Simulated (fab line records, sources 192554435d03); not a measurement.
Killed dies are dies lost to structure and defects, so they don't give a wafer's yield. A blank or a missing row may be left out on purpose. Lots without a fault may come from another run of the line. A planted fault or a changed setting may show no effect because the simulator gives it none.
Chamber matching | flow n5_finfet | N5_BEOL_M10_ETCH_65 on rie_diel-04: 4 sister chambers
The step etches SiARC in CF4, target depth 39 nm, time 65 s. 4 wafers are shown with their chamber, then 7 later ones without.

WAFERS WITH THEIR CHAMBER
wafer  | chamber | drypump_motor_current_A (A)
L085.3 | 3       | 5.6
L086.1 | 0       | 5.4
L084.1 | 2       | 6.0
L084.2 | 1       | 6.0

WAFERS WITHOUT THEIR CHAMBER
wafer  | drypump_motor_current_A (A)
L084.6 | 5.4
L092.2 | 5.6
L092.4 | 6.0
L092.5 | 5.9
L096.1 | 5.9
L096.3 | 6.0
L096.6 | 6.0

WHICH CHAMBER EACH WENT THROUGH
wafer  | from the rows above     | in truth
L084.6 | 0                       | 0
L092.2 | 3                       | 3
L092.4 | can't be placed: 1 or 2 | 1
L092.5 | can't be placed: 1 or 2 | 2
L096.1 | can't be placed: 1 or 2 | 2
L096.3 | can't be placed: 1 or 2 | 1
L096.6 | can't be placed: 1 or 2 | 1
Placed correctly: 2 of 7. Can't be placed from these rows: 5 (the true chamber is among the candidates in 5). Placed wrongly: 0.
How it was worked out, from the rows above alone: a wafer's distance from a chamber is the root of the sum, over the readings, of the square of ((its reading less the chamber's mean) divided by the reading's scatter). The wafer belongs to the nearest chamber; if the next one is less than 2 further off, it can't be placed. A chamber's mean is the mean of its shown wafers. The scatter: with one shown wafer a chamber, the root of the mean of the squares of how far each hidden wafer lies from its nearest shown one.
